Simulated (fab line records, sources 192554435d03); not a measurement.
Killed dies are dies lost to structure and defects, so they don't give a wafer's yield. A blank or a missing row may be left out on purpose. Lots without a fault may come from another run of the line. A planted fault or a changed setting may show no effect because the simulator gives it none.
fab line records | flow n5_finfet
record lots=10 wafers=29 last_day=17
route steps=1938 shown SD_EPI_P@320 BEOL_M4@1081 PASSIVATION@1936
lots that met no fault: from a run of the same line without faults
start_h: hours from the record's first day to the start of the lot's first wafer shown | wait_h: hours since the lot's step before | " the same as in the row above | L1.1+2: a row that stands for several wafers | - no value, or no start given | * or withheld: withheld | < > ~ a bound
route shown NAME@n: a module of which the file shows steps, and the number in the route of the first | usual: mean/standard deviation of fault-free wafers | same: alike in all rows | chamber/n: place in a boat | sites: the reading at each site | _std_site: their standard deviation | _edge_site: outer sites' mean less inner sites' | radius_mm: how far each site lies from the wafer's centre | mask NAME#n: copy n | behind: the tool/chamber that last shaped the wafer | hold: why the lot was held/for how many hours/how that ended | device: the transistor (n, p or np) that didn't switch | end of line: the same wafers' tests at the end of the route | a step without rows: its recipe alone | killed: dies lost to structure and defects at the first sort, not the wafer's yield | map: a wafer's dies, x killed, . not, _ none there
set.NAME: the setting as run; set.NAME@STEP: as run at that earlier step | model.NAME: the simulator's own value behind a step, which no gauge read
steps of the route over a sample of lots; a table a step, a row a wafer
services: from which hour (start_h, from the record's first day; less than 0 if before it) a tool's chamber was out of use, for how many hours, and why
## steps
# step N5_SD_EPI_P_VAPOR_ETCH_44
# recipe chemistry=NF3/Ar target=SiGe30 temp_c=25 time_s=3.3 mode=isotropic
# usual susceptor_temp_C=25.00/0.094
# columns lot.wafer tool chamber start_h wait_h susceptor_temp_C
L168.1 epi_rpcvd-04 0 57.23 0.1 24.91
L168.4 " 0 " " 24.99
L168.6 " 0 " " 24.90
L169.2 epi_rpcvd-04 0 62.88 0.1 25.01
L169.4 " 0 " " 25.02
L169.5 " 0 " " 25.12
L174.2 epi_rpcvd-04 0 91.15 0.1 25.14
L174.3 " 0 " " 25.13
L174.4 " 0 " " 24.90
L175.3 epi_rpcvd-04 0 98.66 0.1 24.83
L175.4 " 0 " " 25.13
L175.6 " 0 " " 25.04
L177.2 epi_rpcvd-01 0 110.38 0.1 24.96
L177.5 " 0 " " 24.98
L177.6 " 0 " " 25.02
L178.1 epi_rpcvd-04 0 117.00 0.1 25.25
L178.3 " 0 " " 25.08
L178.5 " 0 " " 25.02
L181.2 epi_rpcvd-04 0 132.23 0.1 25.04
L181.5 " 0 " " 24.91
L184.1 epi_rpcvd-04 0 152.39 0.1 25.17
L184.5 " 0 " " 25.04
L184.6 " 0 " " 24.95
L187.2 epi_rpcvd-02 0 172.79 0.1 24.96
L187.4 " 0 " " 25.01
L187.6 " 0 " " 25.09
L189.1 epi_rpcvd-01 0 189.50 0.1 24.90
L189.3 " 0 " " 25.03
L189.6 " 0 " " 24.90
# step N5_BEOL_M4_ALD_84
# recipe material=TaN target_thk_a=* temp_c=275 ald_precursor_family=PDMAT ald_co_reactant=NH3 pressure_torr=3 carrier_flow_sccm=1500 pulse_time_s=2 purge_time_s=3 co_reactant_purge_time_s=2 co_reactant_pulse_time_s=3 ald_cycles=30 precursor_vessel_temp_c=75 precursor_vessel_pressure_torr=26.25 precursor_vessel_carrier_sccm=1000
# usual heater_power_w=415/40 precursor_vessel_pressure_torr=26.25/0.055 susceptor_temp_C=275.02/0.17
# columns lot.wafer tool chamber start_h wait_h heater_power_w precursor_vessel_pressure_torr susceptor_temp_C
L168.1 ald_metal-01 0 162.52 0.0 462 26.28 275.22
L168.4 " 1 " " 403 26.23 274.87
L168.6 " 3 " " 407 26.24 274.72
L169.2 ald_metal-01 1 165.70 0.0 405 26.23 274.87
L169.4 " 0 " " 469 26.29 274.82
L169.5 " 0 " " 468 26.11 274.89
L174.2 ald_metal-03 3 193.54 0.1 410 26.20 274.93
L174.3 " 0 " " 400 26.22 275.09
L174.4 " 1 " " 439 26.26 275.00
L175.3 ald_metal-01 3 193.59 0.1 413 26.24 274.94
L175.4 " 1 " " 402 26.27 274.61
L175.6 " 2 " " 409 26.13 274.68
L177.2 ald_metal-01 2 217.14 0.0 412 26.23 274.96
L177.5 " 3 " " 410 26.36 275.04
L177.6 " 0 " " 462 26.25 275.52
L178.1 ald_metal-03 3 223.61 0.1 401 26.29 274.76
L178.3 " 1 " " 452 26.24 275.01
L178.5 " 0 " " 389 26.26 274.87
L181.2 ald_metal-03 3 241.37 0.0 413 26.31 275.15
L181.5 " 0 " " 388 26.27 275.05
L184.1 ald_metal-01 2 251.85 0.0 407 26.25 275.03
L184.5 " 2 " " 417 26.23 274.96
L184.6 " 3 " " 406 26.32 274.91
L187.2 ald_metal-02 0 279.07 0.1 485 26.30 274.86
L187.4 " 1 " " 390 26.27 274.78
L187.6 " 3 " " 314 26.24 275.17
L189.1 ald_metal-01 3 304.07 0.0 410 26.19 275.11
L189.3 " 2 " " 408 26.27 275.13
L189.6 " 0 " " 472 26.20 275.05
# step N5_BEOL_M4_SPUTTER_79
# recipe material=Cu target_thk_a=45 temp_c=-20 chamber_pressure_pa=0.07 power_w=withheld time_s=8.29
# usual chuck_gas_flow_sccm=1.26/0.049 susceptor_temp_C=-20.01/0.11 throttle_valve_pct=29.5/1.3
# columns lot.wafer tool chamber start_h wait_h chuck_gas_flow_sccm susceptor_temp_C throttle_valve_pct
L168.1 pvd_sputter-03 - 163.55 0.1 1.33 -19.90 28.9
L168.4 " - " " 1.19 -20.17 30.6
L168.6 " - " " 1.29 -20.15 27.5
L169.2 pvd_sputter-03 - 168.75 0.1 1.15 -19.93 31.0
L169.4 " - " " 1.23 -20.03 28.0
L169.5 " - " " 1.25 -20.09 28.8
L174.2 pvd_sputter-01 - 196.12 0.1 1.23 -19.86 31.6
L174.3 " - " " 1.31 -19.76 28.7
L174.4 " - " " 1.25 -19.80 29.5
L175.3 pvd_sputter-02 - 196.16 0.1 1.36 -20.00 29.6
L175.4 " - " " 1.31 -20.11 31.5
L175.6 " - " " 1.29 -20.11 29.4
L177.2 pvd_sputter-02 - 218.02 0.1 1.20 -20.13 29.3
L177.5 " - " " 1.25 -20.13 31.5
L177.6 " - " " 1.24 -20.19 29.8
L178.1 pvd_sputter-03 - 224.50 0.1 1.26 -20.11 29.2
L178.3 " - " " 1.26 -20.07 27.2
L178.5 " - " " 1.24 -19.95 28.1
L181.2 pvd_sputter-02 - 242.13 0.1 1.28 -20.05 31.4
L181.5 " - " " 1.22 -19.99 29.3
L184.1 pvd_sputter-03 - 252.93 0.1 1.31 -20.20 27.5
L184.5 " - " " 1.25 -19.97 30.8
L184.6 " - " " 1.27 -20.06 27.3
L187.2 pvd_sputter-01 - 279.81 0.1 1.27 -19.83 28.8
L187.4 " - " " 1.18 -20.01 31.3
L187.6 " - " " 1.24 -20.05 31.7
L189.1 pvd_sputter-03 - 306.41 0.1 1.26 -19.98 27.7
L189.3 " - " " 1.18 -19.93 29.1
L189.6 " - " " 1.28 -19.93 27.7
# step N5_BEOL_M4_INSPECT_59
# recipe inspect_instrument=darkfield mode=post_dep
# usual raw_defect_count=74/24
# columns lot.wafer tool chamber start_h wait_h raw_defect_count
L168.1 defect_inspect-01 - 166.22 0.0 91
L168.4 " - " " 108
L168.6 " - " " 70
L169.2 defect_inspect-01 - 171.38 0.0 41
L169.4 " - " " 66
L169.5 " - " " 43
L174.2 defect_inspect-02 - 198.75 0.0 60
L174.3 " - " " 53
L174.4 " - " " 103
L175.3 defect_inspect-02 - 198.97 0.0 43
L175.4 " - " " 33
L175.6 " - " " 44
L177.2 defect_inspect-01 - 220.70 0.0 76
L177.5 " - " " 86
L177.6 " - " " 75
L178.1 defect_inspect-02 - 227.26 0.0 60
L178.3 " - " " 62
L178.5 " - " " 68
L181.2 defect_inspect-02 - 244.76 0.0 61
L181.5 " - " " 58
L184.1 defect_inspect-01 - 255.56 0.0 74
L184.5 " - " " 78
L184.6 " - " " 81
L187.2 defect_inspect-02 - 282.75 0.0 51
L187.4 " - " " 104
L187.6 " - " " 99
L189.1 defect_inspect-02 - 309.23 0.0 79
L189.3 " - " " 48
L189.6 " - " " 46
# step N5_BEOL_M4_RC_MEAS_101
# usual DIBL_N=36.1/1.6 DIBL_P=35.7/1.8 IOFF_N=0.159/0.027 IOFF_P=0.21/0.03 IOFF_P_85C=3.6/0.43 IOFF_P_LIN=0.100/0.011 IOFF_P_LONG=0.00011/9.7e-06 ION_N=673/10 ION_P=462/7.4 REXT_P=101.1/2.6 SS_N=71.4/0.56 SS_P=73.2/0.61 VT_N=249.7/3 VT_P=-250/3.1 VT_P_LVT=-98.4/2.7
# columns lot.wafer tool chamber start_h wait_h DIBL_N[mV/V] DIBL_P[mV/V] IOFF_N[nA/um] IOFF_P[nA/um] IOFF_P_85C[nA/um] IOFF_P_LIN[nA/um] IOFF_P_LONG[nA/um] ION_N[uA/um] ION_P[uA/um] REXT_P[ohm.um] SS_N[mV/dec] SS_P[mV/dec] VT_N[mV] VT_P[mV] VT_P_LVT[mV]
L168.1 prober-01 0 166.24 0.0 33.2 33.2 0.118 0.19 3.3 0.095 0.000116 664 460 97.3 70.7 72.6 253.6 -248 -97.6
L168.4 " 0 " " 34.0 35.0 0.134 0.22 3.8 0.106 0.000124 661 466 96.0 71.5 73.1 251.4 -249 -96.3
L168.6 " 0 " " 32.9 32.9 0.122 0.19 3.3 0.094 0.000121 661 459 97.6 71.3 72.2 250.9 -250 -98.6
L169.2 prober-01 0 171.56 0.2 37.4 38.9 0.206 0.25 4.1 0.107 0.0001 692 463 101.8 72.8 74.3 244.1 -251 -98.5
L169.4 " 0 " " 34.4 35.6 0.145 0.19 3.4 0.092 0.000101 676 462 101.1 71.5 73.1 248.1 -254 -100.3
L169.5 " 0 " " 35.2 35.5 0.154 0.19 3.3 0.089 0.000101 664 451 102.8 71.9 72.6 248.0 -255 -101.5
L174.2 prober-02 0 198.93 0.2 36.3 36.8 0.176 0.18 3.2 0.086 9.3e-05 673 447 102.0 72.0 73.6 248.2 -254 -103.3
L174.3 " 0 " " 36.4 36.8 0.164 0.18 3.3 0.087 9.5e-05 676 449 101.2 72.0 73.6 250.7 -252 -103.4
L174.4 " 0 " " 36.9 38.2 0.171 0.22 3.6 0.097 9.1e-05 683 455 99.8 72.6 73.5 250.2 -252 -102.1
L175.3 prober-01 0 199.57 0.6 38.1 35.7 0.166 0.20 3.5 0.097 0.00011 666 453 98.4 71.7 73.3 248.8 -252 -99.4
L175.4 " 0 " " 35.9 33.7 0.131 0.18 3.3 0.092 0.000115 671 460 96.1 71.0 72.3 252.3 -249 -99.8
L175.6 " 0 " " 37.8 36.1 0.174 0.21 3.8 0.103 0.00011 684 466 97.7 72.0 73.2 247.9 -250 -97.5
L177.2 prober-02 0 220.88 0.2 35.7 35.6 0.161 0.20 3.5 0.094 0.000107 671 455 100.5 71.8 72.6 251.7 -250 -98.4
L177.5 " 0 " " 33.3 33.7 0.131 0.17 3.1 0.086 0.000106 672 459 99.6 70.0 72.1 255.0 -253 -99.8
L177.6 " 0 " " 36.9 36.3 0.187 0.21 3.6 0.097 0.000106 679 455 98.6 71.9 73.8 249.4 -249 -97.0
L178.1 prober-02 0 227.29 0.0 37.7 36.6 0.169 0.22 3.9 0.105 0.000111 674 460 99.2 71.1 73.6 249.1 -251 -99.4
L178.3 " 0 " " 37.4 37.4 0.162 0.24 4.2 0.112 0.000112 676 470 96.9 71.4 72.9 249.4 -247 -98.4
L178.5 " 0 " " 36.4 51.5 0.149 1.18 15.9 0.405 0.000133 675 537 79.6 71.5 76.4 248.8 -219 -71.0
L181.2 prober-02 0 244.94 0.2 35.7 53.6 0.139 1.43 18.2 0.443 0.000144 675 548 77.5 71.6 77.1 252.3 -219 -66.7
L181.5 " 0 " " 36.5 55.2 0.158 1.73 21.5 0.490 0.000142 678 546 78.2 70.7 79.0 249.6 -215 -64.9
L184.1 prober-02 0 255.59 0.0 36.1 36.2 0.161 0.22 3.8 0.106 0.000116 682 473 98.8 72.0 72.8 248.9 -245 -98.0
L184.5 " 0 " " 35.4 51.8 0.151 1.19 15.6 0.414 0.00014 681 541 79.7 71.7 76.8 250.4 -216 -66.9
L184.6 " 0 " " 37.2 38.5 0.198 0.26 4.2 0.117 0.000114 694 471 99.3 71.3 72.9 244.0 -246 -95.0
L187.2 prober-02 0 282.93 0.2 37.5 34.8 0.156 0.19 3.4 0.091 0.000101 660 450 104.0 71.6 73.1 251.8 -251 -100.7
L187.4 " 0 " " 34.7 31.6 0.118 0.15 2.9 0.079 0.0001 643 447 104.1 71.4 72.4 254.1 -255 -103.8
L187.6 " 0 " " 36.6 34.2 0.154 0.19 3.4 0.091 0.000101 677 460 103.9 70.9 73.1 250.6 -256 -100.2
L189.1 prober-01 0 309.25 0.0 37.1 36.8 0.195 0.23 4.0 0.109 0.000106 678 461 101.1 71.9 72.9 247.2 -250 -97.9
L189.3 " 0 " " 35.3 34.9 0.147 0.19 3.4 0.095 0.000109 672 457 102.7 71.5 72.3 251.9 -253 -100.0
L189.6 " 0 " " 36.2 36.0 0.178 0.22 3.8 0.104 0.000109 677 463 102.2 72.2 72.4 249.4 -250 -98.4
# step N5_PASSIVATION_PROBE_49
# usual defect_limited_yield=91.0/1.3 killed_at_M0_to_M3=33/10 killed_at_M4_up=14/5.6 killed_at_contacts=12/5.8 killed_at_front_end=43/11 killed_at_other=4.1/2.8 killed_dies=106/15 killed_open=70/12 killed_short=34/7.5 sort_bin_4_leakage=0.00/0.0099 sort_bin_5_function=5.3/0.88 sort_bin_6_memory=3.3/0.64 sort_n_pass=1074/15 sort_yield_pct=91.0/1.3
# same gross_dies=1180 killed_at_back_side=0 sort_bin_8_speed[%]=0
# columns lot.wafer tool chamber start_h wait_h defect_limited_yield[%] killed_at_M0_to_M3 killed_at_M4_up killed_at_contacts killed_at_front_end killed_at_other killed_dies killed_open killed_short sort_bin_4_leakage[%] sort_bin_5_function[%] sort_bin_6_memory[%] sort_n_pass sort_yield_pct[%]
L174.2 prober-02 - 303.49 0.1 89.1 22 17 20 63 7 129 79 50 0 6.4 4.1 1051 89.1
L174.3 prober-02 - 303.54 0.1 89.2 30 11 17 65 4 127 94 29 0 6.7 3.6 1053 89.2
L174.4 prober-02 - 303.59 0.2 89.6 33 12 21 49 8 123 100 22 0 5.7 4.6 1057 89.6
L178.1 prober-02 - 341.31 0.0 89.2 48 12 12 51 4 127 88 38 0 6.7 3.6 1053 89.2
L178.3 prober-02 - 341.41 0.1 90.3 35 5 9 65 0 114 77 32 0 5.6 3.8 1066 90.3
L178.5 prober-02 - 341.51 0.2 91.0 23 9 11 54 9 106 68 38 90.93 5.8 2.9 1 0.1
L181.2 prober-02 - 357.30 0.1 90.7 43 18 5 41 3 110 73 34 90.68 5.3 3.8 0 0
L181.5 prober-02 - 357.45 0.2 91.9 35 16 7 33 5 96 59 37 91.86 5.5 2.2 0 0
L184.1 prober-01 - 367.95 0.0 94.2 26 6 12 22 2 68 39 27 0 3.7 1.8 1112 94.2
L184.5 prober-01 - 368.15 0.2 91.9 28 11 9 38 9 95 57 37 91.78 4.2 3.3 2 0.2
L184.6 prober-01 - 368.20 0.3 91.2 33 16 16 32 7 104 77 27 0 4.9 3.6 1076 91.2
# killed by level:class
L174.2 STI_FIN_REVEAL:geometric_particle:open=17 MOL_CONTACT_COAG:geometric_particle:open=17 FIN_SAQP:geometric_particle:open=9 BEOL_M2:geometric_particle:open=8 FIN_SAQP:geometric_particle:short=7 BEOL_M0_SAQP:geometric_particle:short=7 BEOL_M4:geometric_particle:open=7 DUMMY_GATE:geometric_particle:open=6
L174.3 STI_FIN_REVEAL:geometric_particle:open=26 MOL_CONTACT_COAG:geometric_particle:open=13 BEOL_M2:geometric_particle:open=8 BEOL_M4:geometric_particle:open=8 BEOL_M1:geometric_particle:open=7 FIN_SAQP:geometric_particle:open=6 FIN_SAQP:geometric_particle:short=5 STI_FIN_REVEAL:geometric_particle:short=4
L174.4 STI_FIN_REVEAL:geometric_particle:open=21 MOL_CONTACT_COAG:geometric_particle:open=18 BEOL_M2:geometric_particle:open=14 BEOL_M4:geometric_particle:open=7 BEOL_M1:geometric_particle:open=6 DUMMY_GATE:geometric_particle:open=5 STI_FIN_REVEAL:geometric_particle:short=4 BEOL_M0_SAQP:geometric_particle:open=4
L178.1 BEOL_M2:geometric_particle:open=17 STI_FIN_REVEAL:geometric_particle:open=10 FIN_SAQP:geometric_particle:short=9 DUMMY_GATE:geometric_particle:open=9 MOL_CONTACT_COAG:geometric_particle:open=9 BEOL_M2:geometric_particle:short=7 BEOL_M4:geometric_particle:open=7 FIN_SAQP:geometric_particle:open=6
L178.3 FIN_SAQP:geometric_particle:open=13 STI_FIN_REVEAL:geometric_particle:open=13 BEOL_M3:geometric_particle:open=12 FIN_SAQP:geometric_particle:short=10 MOL_CONTACT_COAG:geometric_particle:open=7 DUMMY_GATE:geometric_particle:open=6 BEOL_M0_SAQP:geometric_particle:open=6 BEOL_M0_SAQP:geometric_particle:short=6
L178.5 FIN_SAQP:geometric_particle:short=14 FIN_SAQP:geometric_particle:open=11 MOL_CONTACT_COAG:geometric_particle:open=9 DUMMY_GATE:geometric_particle:open=8 BEOL_M3:geometric_particle:open=7 PASS1_CAP:geometric_particle:open=6 STI_FIN_REVEAL:geometric_particle:open=6 STARTING-WAFER:geometric_particle:short=4
L181.2 BEOL_M4:geometric_particle:open=12 BEOL_M3:geometric_particle:open=11 STI_FIN_REVEAL:geometric_particle:open=10 FIN_SAQP:geometric_particle:short=9 BEOL_M0_SAQP:geometric_particle:short=7 BEOL_M0_SAQP:geometric_particle:open=7 BEOL_M1:geometric_particle:open=7 MOL_CONTACT_COAG:geometric_particle:open=5
L181.5 BEOL_M4:geometric_particle:open=12 BEOL_M0_SAQP:geometric_particle:short=11 STI_FIN_REVEAL:geometric_particle:open=10 BEOL_M0_SAQP:geometric_particle:open=10 MOL_CONTACT_COAG:geometric_particle:open=5 STI_FIN_REVEAL:geometric_particle:short=4 BEOL_M2:geometric_particle:open=4 STARTING-WAFER:geometric_particle:short=4
L184.1 BEOL_M1:geometric_particle:open=10 MOL_CONTACT_COAG:geometric_particle:open=9 FIN_SAQP:geometric_particle:short=8 BEOL_M0_SAQP:geometric_particle:short=4 BEOL_M2:geometric_particle:open=4 FIN_SAQP:geometric_particle:open=3 MOL_CONTACT_COAG:geometric_particle:short=3 BEOL_M0_SAQP:geometric_particle:open=3
L184.5 FIN_SAQP:geometric_particle:open=10 MOL_CONTACT_COAG:geometric_particle:open=8 BEOL_M3:geometric_particle:open=7 GATE_CUT:geometric_particle:short=6 BEOL_M2:geometric_particle:open=6 FIN_SAQP:geometric_particle:short=5 BEOL_M2:geometric_particle:short=5 BEOL_M0_SAQP:geometric_particle:short=5
L184.6 MOL_CONTACT_COAG:geometric_particle:open=14 BEOL_M3:geometric_particle:open=13 DUMMY_GATE:geometric_particle:open=10 BEOL_M1:geometric_particle:open=6 STI_FIN_REVEAL:geometric_particle:open=5 BEOL_M5:geometric_particle:open=5 BEOL_M0_SAQP:geometric_particle:short=4 BEOL_M2:geometric_particle:open=4
## services
# columns tool chamber start_h hours kind
pvd_sputter-02 - 38.64 1.1 repair
epi_rpcvd-04 - 42.98 2.8 pm
ald_metal-01 - 52.15 0.5 repair
pvd_sputter-01 - 58.65 1.9 repair
ald_metal-02 1 60.90 13.3 repair
pvd_sputter-03 - 85.74 4.6 repair
ald_metal-03 - 104.20 1.1 repair
pvd_sputter-01 - 112.84 13.6 repair
pvd_sputter-01 - 136.42 1.1 repair
epi_rpcvd-01 - 140.88 7.5 repair
pvd_sputter-03 - 159.89 2.5 repair
epi_rpcvd-04 - 161.48 6.0 pm
ald_metal-02 3 182.24 6.9 repair
ald_metal-01 0 198.69 3.0 repair
ald_metal-02 - 203.27 8.7 pm
ald_metal-01 2 219.25 23.0 repair
pvd_sputter-02 - 302.85 7.1 repair
ald_metal-02 0 304.34 9.4 repair
## key
first_sign step=N5_BEOL_M4_RC_MEAS_101 reading=IOFF_P direction=up sigmas=39 usual=0.21 struck=1.38
effect step=N5_BEOL_M4_RC_MEAS_101 reading=IOFF_P_85C direction=up sigmas=33 usual=3.6 struck=17.8
effect step=N5_BEOL_M4_RC_MEAS_101 reading=IOFF_P_LIN direction=up sigmas=30 usual=0.100 struck=0.438
effect step=N5_BEOL_M4_RC_MEAS_101 reading=VT_P_LVT direction=up sigmas=12 usual=-98.4 struck=-67.4
effect step=N5_BEOL_M4_RC_MEAS_101 reading=ION_P direction=up sigmas=11 usual=462 struck=543
effect step=N5_BEOL_M4_RC_MEAS_101 reading=VT_P direction=up sigmas=11 usual=-250 struck=-217
effect step=N5_BEOL_M4_RC_MEAS_101 reading=DIBL_P direction=up sigmas=9.5 usual=35.7 struck=53.0
effect step=N5_BEOL_M4_RC_MEAS_101 reading=REXT_P direction=down sigmas=8.8 usual=101.1 struck=78.8
effect step=N5_BEOL_M4_RC_MEAS_101 reading=SS_P direction=up sigmas=6.8 usual=73.2 struck=77.3
effect step=N5_BEOL_M4_RC_MEAS_101 reading=IOFF_P_LONG direction=up sigmas=3.1 usual=0.00011 struck=0.00014
effect step=N5_PASSIVATION_PROBE_49 reading=sort_bin_4_leakage direction=up sigmas=99+ usual=0.00 struck=91.31
met_at N5_SD_EPI_P_VAPOR_ETCH_44
struck_lots L178,L181,L184
struck_wafers L178.5,L181.2,L181.5,L184.5
not_acting_at N5_BEOL_M4_ALD_84,N5_BEOL_M4_SPUTTER_79,N5_BEOL_M4_INSPECT_59
onset_between 98.66 117.00
fault kind=process_parameter_drift tool=epi_rpcvd-04 chamber=- onset_h=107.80 steps=N5_SD_EPI_P_VAPOR_ETCH_44 channel=time_s offset=* shape=step end_h=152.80 scope=struck_wafers_only acts_in=* stated=*
